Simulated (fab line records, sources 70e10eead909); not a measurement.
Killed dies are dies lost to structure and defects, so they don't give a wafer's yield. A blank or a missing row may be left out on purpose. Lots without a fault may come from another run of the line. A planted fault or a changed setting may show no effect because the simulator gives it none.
fab line records | flow nand_harc | part 1 of 2: steps 1 to 4 of 6
record lots=23 wafers=69 last_day=33
route steps=1302 shown A_STAIRCASE@682
lots that met no fault: from a run of the same line without faults
start_h: hours from the record's first day to the start of the lot's first wafer shown | wait_h: hours since the lot's step before | " the same as in the row above | L1.1+2: a row that stands for several wafers | - no value, or no start given | * or withheld: withheld | < > ~ a bound
route shown NAME@n: a module of which the file shows steps, and the number in the route of the first | usual: mean/standard deviation of fault-free wafers | same: alike in all rows | chamber/n: place in a boat | sites: the reading at each site | _std_site: their standard deviation | _edge_site: outer sites' mean less inner sites' | radius_mm: how far each site lies from the wafer's centre | mask NAME#n: copy n | behind: the tool/chamber that last shaped the wafer | hold: why the lot was held/for how many hours/how that ended | device: the transistor (n, p or np) that didn't switch | end of line: the same wafers' tests at the end of the route | a step without rows: its recipe alone | killed: dies lost to structure and defects at the first sort, not the wafer's yield | map: a wafer's dies, x killed, . not, _ none there
set.NAME: the setting as run; set.NAME@STEP: as run at that earlier step | model.NAME: the simulator's own value behind a step, which no gauge read
steps of the route over a sample of lots; a table a step, a row a wafer
services: from which hour (start_h, from the record's first day; less than 0 if before it) a tool's chamber was out of use, for how many hours, and why
## steps
# step NHARC_A_STAIRCASE_ETCH_25
# recipe target_depth_a=1000 time_s=40.5 ion_energy_ev=400 c4f8_flow_sccm=20 o2_flow_sccm=10 ar_flow_sccm=withheld rf_w=600 bias_w=1000 chemistry=C4F8/O2
# usual oes_product_au=0.944/0.015 rf_vpp_V=895/4.9
# columns lot.wafer tool chamber start_h wait_h oes_product_au rf_hours_counter_h rf_vpp_V
L077.4 rie_diel-13 0 - - 0.947 9 890
L077.1 " 3 " " 0.926 8 896
L077.5 " 1 " " 0.954 - 893
L074.4 rie_diel-10 0 - - 0.942 35 896
L074.5 " 2 " " 0.952 - 888
L074.6 " 3 " " 0.960 - 892
L075.4 rie_diel-13 1 - - 0.972 11 896
L075.3 " 2 " " 0.950 10 888
L075.5 " 0 " " 0.953 - 889
L076.4 rie_diel-13 1 - - 0.988 13 894
L076.3 " 2 " " 0.967 12 892
L076.5 " 2 " " 0.982 - 889
L079.1 rie_diel-04 2 - - 0.957 15 903
L079.4 " 3 " " 0.940 12 894
L079.5 " 2 " " 0.947 - 905
L078.3 rie_diel-13 0 - - 0.934 17 889
L078.4 " 1 " " 0.960 19 895
L078.2 " 2 " " 0.966 19 890
L080.1 rie_diel-13 2 - - 0.950 23 887
L080.3 " 1 " " 0.946 23 898
L080.6 " 3 " " 0.934 - 896
L083.2 rie_diel-04 0 - - 0.963 28 901
L083.1 " 2 " " 0.965 20 903
L083.6 " 0 " " 0.971 - 901
L082.2 rie_diel-10 0 - - 0.896 1 897
L082.1 " 3 " " 0.953 1 893
L082.5 " 1 " " 0.944 - 897
L084.4 rie_diel-10 2 - - 0.941 8 907
L084.3 " 3 " " 0.928 9 891
L084.5 " 3 " " 0.931 - 891
L085.4 rie_diel-13 2 - - 0.953 48 890
L085.1 " 3 " " 0.937 48 895
L085.6 " 2 " " 0.953 - 888
L086.2 rie_diel-10 0 - - 0.927 12 897
L086.1 " 2 " " 0.956 11 905
L086.5 " 1 " " 0.957 - 893
L088.4 rie_diel-10 1 - - 0.928 16 893
L088.2 " 3 " " 0.938 16 891
L088.6 " 1 " " 0.935 - 893
L087.4 rie_diel-04 3 - - 0.939 43 892
L087.3 " 1 " " 0.940 48 895
L087.5 " 2 " " 0.956 - 901
L089.4 rie_diel-04 0 - - 0.932 48 900
L089.1 " 3 " " 0.940 44 893
L089.5 " 1 " " 0.946 - 895
L090.4 rie_diel-10 1 - - 0.953 22 894
L090.1 " 3 " " 0.945 25 891
L090.5 " 1 " " 0.951 - 893
L091.4 rie_diel-10 3 - - 0.941 25 892
L091.2 " 0 " " 0.939 24 896
L091.6 " 3 " " 0.945 - 893
L092.1 rie_diel-04 0 - - 0.935 57 901
L092.4 " 1 " " 0.927 57 893
L092.6 " 1 " " 0.929 - 894
L093.2 rie_diel-13 0 - - 0.962 7 889
L093.1 " 1 " " 0.948 7 895
L093.4 " 2 " " 0.974 5 888
L094.1 rie_diel-04 1 - - 0.946 3 894
L094.2 " 3 " " 0.946 4 893
L094.5 " 1 " " 0.946 - 893
L096.2 rie_diel-13 3 - - 0.949 14 894
L096.3 " 0 " " 0.954 16 888
L096.5 " 3 " " 0.942 - 896
L095.3 rie_diel-10 0 - - 0.918 46 895
L095.4 " 1 " " 0.929 40 894
L095.2 " 2 " " 0.932 46 904
L097.3 rie_diel-10 2 - - 0.951 48 906
L097.1 " 0 " " 0.911 48 896
L097.2 " 1 " " 0.921 43 895
# step NHARC_A_STAIRCASE_TRIM_26
# recipe time_s=211.2 o2_flow_sccm=500 ar_flow_sccm=0 bias_w=0 chemistry=O2
# usual drypump_motor_current_A=5.7/0.58 o2_flow_sccm=500.1/1.6 oes_product_au=0.999/0.015 rf_vpp_V=57.7/0.92 showerhead_plenum_p_Torr=3.51/0.13 throttle_valve_pct=17.037/0.01
# columns lot.wafer tool chamber start_h wait_h drypump_motor_current_A o2_flow_sccm oes_product_au rf_hours_counter_h rf_vpp_V showerhead_plenum_p_Torr throttle_valve_pct
L077.4 rie_diel-13 1 - - 5.7 500.6 1.028 10 56.1 3.51 17.041
L077.1 " 2 " " 5.1 500.7 1.017 10 56.5 3.35 17.037
L077.5 " 0 " " 5.9 500.8 1.005 - 56.3 3.37 17.040
L074.4 rie_diel-10 1 - - 5.1 500.3 0.997 41 57.9 3.49 17.041
L074.6 " 2 " " 6.3 500.6 0.990 - 56.9 3.29 17.035
L074.5 " 3 " " 5.3 498.0 1.000 - 57.1 3.43 17.039
L075.3 rie_diel-13 1 - - 5.8 498.8 1.025 11 58.1 3.51 17.036
L075.4 " 3 " " 6.6 497.8 0.996 8 57.1 3.53 17.026
L075.5 " 1 " " 5.7 501.2 1.031 - 58.8 3.51 17.043
L076.3 rie_diel-13 3 - - 6.6 499.5 0.984 11 59.0 3.53 17.038
L076.4 " 2 " " 5.1 499.7 1.015 12 57.3 3.35 17.022
L076.5 " 0 " " 5.9 497.7 0.999 - 57.6 3.37 17.030
L079.1 rie_diel-04 1 - - 4.8 499.1 1.000 17 57.6 3.48 17.022
L079.4 " 3 " " 6.0 502.5 0.995 12 58.7 3.48 17.017
L079.5 " 1 " " 4.8 500.4 1.014 - 57.8 3.48 17.028
L078.4 rie_diel-13 0 - - 5.9 497.3 1.007 17 57.0 3.37 17.011
L078.2 " 1 " " 5.8 503.1 1.012 19 57.9 3.50 17.021
L078.3 " 2 " " 5.1 499.5 1.012 19 58.5 3.34 17.041
L080.1 rie_diel-13 1 - - 5.7 498.5 1.015 23 57.4 3.50 17.049
L080.3 " 2 " " 5.1 498.3 1.011 23 56.1 3.34 17.021
L080.6 " 0 " " 5.9 495.8 1.011 - 56.9 3.37 17.037
L083.1 rie_diel-04 2 - - 6.3 498.9 1.027 21 58.5 3.73 17.036
L083.2 " 3 " " 6.0 499.2 0.984 22 58.2 3.47 17.028
L083.6 " 0 " " 4.9 502.6 0.998 - 57.5 3.66 17.034
L082.2 rie_diel-10 1 - - 5.1 499.5 1.011 1 59.0 3.48 17.038
L082.1 " 2 " " 6.3 500.5 0.998 1 58.4 3.81 17.031
L082.5 " 0 " " 6.3 498.4 0.962 - 58.5 3.52 17.041
L084.4 rie_diel-10 1 - - 5.1 499.7 1.010 7 58.7 3.48 17.043
L084.3 " 2 " " 6.3 502.2 0.997 8 58.0 3.80 17.045
L084.5 " 1 " " 5.1 499.4 0.989 - 57.1 3.48 17.019
L085.1 rie_diel-13 0 - - 5.9 502.5 1.021 45 57.9 3.35 17.037
L085.4 " 1 " " 5.7 503.2 1.014 45 56.8 3.49 17.043
L085.6 " 1 " " 5.7 500.3 1.016 - 57.9 3.49 17.043
L086.1 rie_diel-10 3 - - 5.3 500.4 0.993 11 58.0 3.41 17.051
L086.2 " 1 " " 5.1 498.7 0.992 12 57.2 3.48 17.028
L086.5 " 0 " " 6.3 498.4 0.968 - 56.9 3.52 17.027
L088.2 rie_diel-10 2 - - 6.3 500.0 0.992 16 59.4 3.80 17.021
L088.4 " 0 " " 6.3 498.0 0.974 17 58.7 3.52 17.019
L088.6 " 1 " " 5.1 500.4 1.001 - 57.4 3.48 17.040
L087.3 rie_diel-04 2 - - 6.3 499.6 1.008 42 57.7 3.72 17.042
L087.4 " 0 " " 4.9 498.6 0.994 47 58.4 3.65 17.039
L087.5 " 3 " " 6.0 499.7 0.995 - 58.6 3.46 17.045
L089.1 rie_diel-04 3 - - 5.9 501.7 0.988 44 57.5 3.46 17.034
L089.4 " 0 " " 4.9 499.1 0.985 48 59.3 3.65 17.035
L089.5 " 2 " " 6.3 501.7 1.013 - 58.4 3.71 17.041
L090.4 rie_diel-10 1 - - 5.1 497.7 1.005 22 57.8 3.47 17.039
L090.1 " 2 " " 6.3 502.0 0.996 24 57.5 3.79 17.037
L090.5 " 2 " " 6.3 501.1 1.000 - 60.4 3.79 17.040
L091.2 rie_diel-10 2 - - 6.3 500.2 0.996 24 57.2 3.79 17.042
L091.4 " 3 " " 5.3 502.3 0.983 25 56.9 3.40 17.026
L091.6 " 1 " " 5.1 502.3 1.002 - 57.9 3.47 17.042
L092.4 rie_diel-04 3 - - 6.0 498.8 0.990 55 57.1 3.46 17.046
L092.1 " 0 " " 4.9 498.9 1.000 57 58.3 3.65 17.032
L092.6 " 3 " " 6.0 500.6 0.988 - 56.6 3.46 17.032
L093.2 rie_diel-13 1 - - 5.7 500.7 1.005 7 58.2 3.47 17.051
L093.1 " 2 " " 5.1 500.3 1.023 5 57.9 3.32 17.035
L093.4 " 3 " " 6.6 497.9 1.011 5 57.6 3.50 17.017
L094.1 rie_diel-04 3 - - 5.9 498.5 0.994 4 58.9 3.45 17.054
L094.2 " 2 " " 6.3 499.6 1.006 4 59.3 3.71 17.042
L094.5 " 0 " " 4.9 501.5 1.005 - 59.4 3.65 17.038
L096.2 rie_diel-13 1 - - 5.7 500.5 1.009 17 58.8 3.47 17.016
L096.3 " 2 " " 5.1 500.4 1.013 15 56.3 3.31 17.035
L096.5 " 1 " " 5.7 498.8 1.009 - 58.9 3.47 17.032
L095.2 rie_diel-10 0 - - 6.3 500.6 0.958 46 57.0 3.50 17.013
L095.4 " 1 " " 5.1 499.0 0.986 40 57.5 3.46 17.047
L095.3 " 3 " " 5.3 499.8 0.986 51 58.2 3.39 17.035
L097.2 rie_diel-10 1 - - 5.1 501.7 0.995 43 59.3 3.46 17.055
L097.1 " 3 " " 5.3 503.4 0.988 53 56.8 3.39 17.019
L097.3 " 0 " " 6.3 498.3 0.967 48 56.8 3.50 17.055
# step NHARC_A_STAIRCASE_STRIP_175
# recipe power_w=1500 temp_c=250 chemistry=O2
# usual drypump_motor_current_A=5.6/0.6 heater_power_w=333/19
# columns lot.wafer tool chamber start_h wait_h drypump_motor_current_A heater_power_w rf_hours_counter_h
L077.1 plasma_asher-02 0 376.15 0.1 5.9 312 22
L077.4 " 1 " " 5.0 343 -
L077.5 " 1 " " 5.0 339 -
L074.4 plasma_asher-01 1 376.37 0.2 5.0 306 -
L074.5 " 0 " " 6.6 353 -
L074.6 " 1 " " 5.0 307 -
L075.4 plasma_asher-02 1 376.49 0.2 5.0 347 -
L075.3 " 0 " " 5.9 315 -
L075.5 " 1 " " 5.0 354 -
L076.3 plasma_asher-01 1 383.73 0.2 5.1 300 -
L076.4 " 0 " " 6.6 370 -
L076.5 " 0 " " 6.6 357 -
L079.1 plasma_asher-01 0 399.49 0.1 6.6 362 9
L079.4 " 0 " " 6.6 354 -
L079.5 " 0 " " 6.6 375 -
L078.2 plasma_asher-02 1 403.06 0.1 5.0 354 28
L078.4 " 0 " " 5.9 313 -
L078.3 " 1 " " 5.1 343 -
L080.1 plasma_asher-02 0 420.89 0.1 5.9 305 32
L080.3 " 0 " " 5.9 312 -
L080.6 " 0 " " 5.9 311 -
L083.1 plasma_asher-01 1 435.09 0.4 5.1 308 17
L083.2 " 0 " " 6.5 362 17
L083.6 " 0 " " 6.5 368 -
L082.1 plasma_asher-01 0 435.50 0.3 6.6 367 18
L082.2 " 1 " " 5.1 304 18
L082.5 " 1 " " 5.0 310 -
L084.3 plasma_asher-01 0 463.13 0.2 6.6 368 -
L084.4 " 1 " " 5.1 303 -
L084.5 " 1 " " 5.1 306 -
L085.1 plasma_asher-02 0 469.64 0.2 5.9 329 5
L085.4 " 1 " " 5.1 325 -
L085.6 " 0 " " 5.9 336 -
L086.1 plasma_asher-02 1 469.92 0.3 5.1 337 6
L086.2 " 0 " " 5.9 330 6
L086.5 " 0 " " 5.9 330 -
L088.2 plasma_asher-01 1 493.55 0.1 5.0 312 29
L088.4 " 1 " " 5.1 303 -
L088.6 " 0 " " 6.5 360 -
L087.4 plasma_asher-02 1 495.90 0.2 5.0 327 -
L087.3 " 0 " " 5.9 337 -
L087.5 " 1 " " 5.0 330 -
L089.1 plasma_asher-01 1 498.58 0.1 5.0 308 32
L089.4 " 0 " " 6.5 363 -
L089.5 " 0 " " 6.6 372 -
L090.1 plasma_asher-02 0 516.85 0.1 5.9 324 17
L090.4 " 0 " " 5.9 334 -
L090.5 " 0 " " 5.9 337 -
L091.2 plasma_asher-02 1 518.32 0.1 5.0 333 17
L091.4 " 1 " " 5.0 325 -
L091.6 " 1 " " 5.1 332 -
L092.1 plasma_asher-02 1 525.43 0.1 5.0 341 20
L092.4 " 0 " " 5.9 331 -
L092.6 " 0 " " 5.9 338 -
L093.1 plasma_asher-01 0 543.32 0.1 6.6 363 3
L093.2 " 1 " " 5.0 315 3
L093.4 " 1 " " 5.1 317 -
L094.2 plasma_asher-02 1 553.77 0.1 5.1 323 24
L094.1 " 0 " " 5.9 338 24
L094.5 " 0 " " 5.9 327 -
L096.2 plasma_asher-02 0 574.67 0.1 5.9 329 29
L096.3 " 0 " " 5.9 342 -
L096.5 " 1 " " 5.1 323 -
L095.2 plasma_asher-02 1 577.05 0.1 5.0 331 29
L095.4 " 0 " " 5.9 326 -
L095.3 " 1 " " 5.1 336 -
L097.1 plasma_asher-02 1 582.26 0.1 5.0 334 32
L097.2 " 0 " " 5.9 330 32
L097.3 " 1 " " 5.0 323 -
# step NHARC_A_STAIRCASE_TRIM_187
# recipe time_s=211.2 o2_flow_sccm=500 ar_flow_sccm=0 bias_w=0 chemistry=O2
# usual drypump_motor_current_A=5.7/0.62 o2_flow_sccm=500.2/1.5 oes_product_au=0.999/0.012 rf_vpp_V=57.7/0.88 showerhead_plenum_p_Torr=3.51/0.13 throttle_valve_pct=17.035/0.0088
# columns lot.wafer tool chamber start_h wait_h drypump_motor_current_A o2_flow_sccm oes_product_au rf_hours_counter_h rf_vpp_V showerhead_plenum_p_Torr throttle_valve_pct
L077.1 rie_diel-04 1 377.59 0.1 4.8 499.8 1.005 4 57.3 3.49 17.028
L077.4 " 3 " " 6.0 499.3 0.997 6 57.1 3.48 17.053
L077.5 " 1 " " 4.8 498.7 1.003 - 57.2 3.49 17.043
L075.4 rie_diel-10 3 378.01 0.1 5.3 498.9 1.006 35 58.5 3.42 17.034
L075.3 " 1 " " 5.0 501.1 0.998 42 58.6 3.49 17.031
L075.5 " 3 " " 5.3 500.7 1.014 - 59.0 3.42 17.026
L074.4 rie_diel-13 2 378.36 0.6 5.1 499.5 1.017 10 56.3 3.35 17.037
L074.5 " 1 " " 5.7 499.9 1.031 - 57.2 3.51 17.046
L074.6 " 2 " " 5.1 497.7 1.018 - 57.2 3.35 17.033
L076.3 rie_diel-04 2 385.27 0.1 6.3 499.7 1.003 10 58.8 3.73 17.034
L076.4 " 2 " " 6.3 500.8 1.008 - 58.9 3.73 17.020
L076.5 " 0 " " 4.8 503.1 0.993 - 58.0 3.67 17.050
L079.4 rie_diel-04 2 400.94 0.1 6.3 501.4 0.999 16 57.9 3.73 17.036
L079.1 " 0 " " 4.9 500.7 1.003 17 57.6 3.67 17.041
L079.5 " 3 " " 5.9 498.2 0.977 - 57.9 3.48 17.039
L078.3 rie_diel-04 0 404.63 0.1 4.9 501.3 0.993 19 57.9 3.67 17.033
L078.2 " 3 " " 6.0 500.7 0.984 14 58.0 3.48 17.047
L078.4 " 1 " " 4.8 498.8 0.991 - 57.7 3.48 17.047
L080.1 rie_diel-13 3 422.45 0.1 6.6 502.2 0.999 23 58.7 3.52 17.035
L080.3 " 1 " " 5.7 501.3 1.010 24 58.0 3.50 17.013
L080.6 " 3 " " 6.6 498.8 0.998 - 58.1 3.52 17.042
L083.1 rie_diel-13 1 436.69 0.1 5.7 499.9 1.016 27 56.6 3.50 17.026
L083.2 " 3 " " 6.6 499.4 0.991 27 57.5 3.52 17.038
L083.6 " 1 " " 5.7 498.2 1.016 - 57.3 3.50 17.043
L082.1 rie_diel-13 0 437.14 0.1 5.9 502.0 1.010 27 57.6 3.36 17.017
L082.2 " 1 " " 5.7 496.7 1.012 27 57.3 3.50 17.022
L082.5 " 3 " " 6.6 502.4 0.991 - 56.2 3.52 17.051
L084.4 rie_diel-13 0 464.50 0.1 5.9 500.4 1.010 41 57.1 3.36 17.041
L084.3 " 2 " " 5.1 499.6 1.003 46 56.2 3.33 17.017
L084.5 " 1 " " 5.7 499.5 1.023 - 56.2 3.49 17.031
L085.4 rie_diel-04 0 471.25 0.1 4.9 498.9 0.988 38 58.8 3.66 17.032
L085.1 " 2 " " 6.3 498.0 1.005 33 58.5 3.72 17.040
L085.6 " 0 " " 4.9 498.6 0.994 - 58.2 3.66 17.031
L086.1 rie_diel-04 2 471.58 0.1 6.3 498.5 1.002 33 59.4 3.72 17.038
L086.2 " 1 " " 4.8 498.7 0.991 40 56.0 3.47 17.031
L086.5 " 2 " " 6.3 496.6 1.008 - 57.7 3.72 17.024
L088.2 rie_diel-13 2 495.15 0.1 5.0 498.3 1.014 56 56.1 3.32 17.029
L088.4 " 1 " " 5.7 501.7 1.014 56 58.9 3.48 17.042
L088.6 " 2 " " 5.1 502.3 1.007 - 57.5 3.32 17.029
L087.3 rie_diel-13 3 497.41 0.1 6.6 503.4 0.996 56 57.1 3.51 17.031
L087.4 " 0 " " 5.9 499.9 1.017 55 58.0 3.35 17.022
L087.5 " 3 " " 6.6 502.9 0.987 - 58.4 3.51 17.025
L089.4 rie_diel-04 3 500.08 0.1 5.9 500.6 0.985 45 56.9 3.46 17.057
L089.1 " 1 " " 4.8 499.4 1.006 49 57.9 3.47 17.031
L089.5 " 0 " " 4.9 500.3 0.995 - 56.6 3.65 17.038
L090.4 rie_diel-10 0 518.41 0.1 6.3 499.5 0.978 24 57.6 3.51 17.044
L090.1 " 2 " " 6.3 499.7 0.998 25 58.2 3.79 17.045
L090.5 " 1 " " 5.1 501.3 0.995 - 56.7 3.47 17.030
L091.4 rie_diel-10 0 519.86 0.1 6.3 501.6 0.983 24 59.2 3.51 17.035
L091.2 " 3 " " 5.3 501.2 0.996 26 57.7 3.40 17.039
L091.6 " 1 " " 5.1 497.8 0.990 - 60.1 3.47 17.041
L092.1 rie_diel-10 2 526.99 0.1 6.3 500.7 0.998 27 59.0 3.79 17.041
L092.4 " 3 " " 5.3 501.8 0.991 28 57.5 3.40 17.021
L092.6 " 3 " " 5.3 502.3 1.000 - 57.9 3.40 17.035
L093.4 rie_diel-04 3 545.03 0.1 6.0 500.1 1.002 1 57.3 3.46 17.045
L093.1 " 0 " " 4.8 501.5 1.004 1 59.1 3.65 17.027
L093.2 " 1 " " 4.8 500.4 1.011 1 58.6 3.46 17.037
L094.1 rie_diel-04 2 555.38 0.1 6.2 501.4 0.992 4 58.6 3.71 17.033
L094.2 " 0 " " 4.9 501.6 0.993 4 59.5 3.65 17.051
L094.5 " 2 " " 6.3 500.6 0.998 - 57.1 3.71 17.031
L096.2 rie_diel-04 0 576.14 0.1 4.9 502.1 0.991 11 58.8 3.64 17.028
L096.3 " 1 " " 4.8 501.9 1.001 9 56.2 3.46 17.044
L096.5 " 3 " " 6.0 501.8 0.988 - 59.1 3.45 17.044
L095.2 rie_diel-10 0 578.60 0.1 6.3 499.9 0.980 46 55.1 3.50 17.036
L095.4 " 1 " " 5.0 497.8 1.001 41 56.3 3.46 17.033
L095.3 " 2 " " 6.3 499.1 1.005 47 58.1 3.78 17.041
L097.1 rie_diel-13 0 583.87 0.1 5.9 499.7 0.993 19 56.4 3.33 17.033
L097.2 " 1 " " 5.7 500.5 1.005 20 58.4 3.47 17.045
L097.3 " 2 " " 5.1 501.2 1.013 18 58.0 3.31 17.026
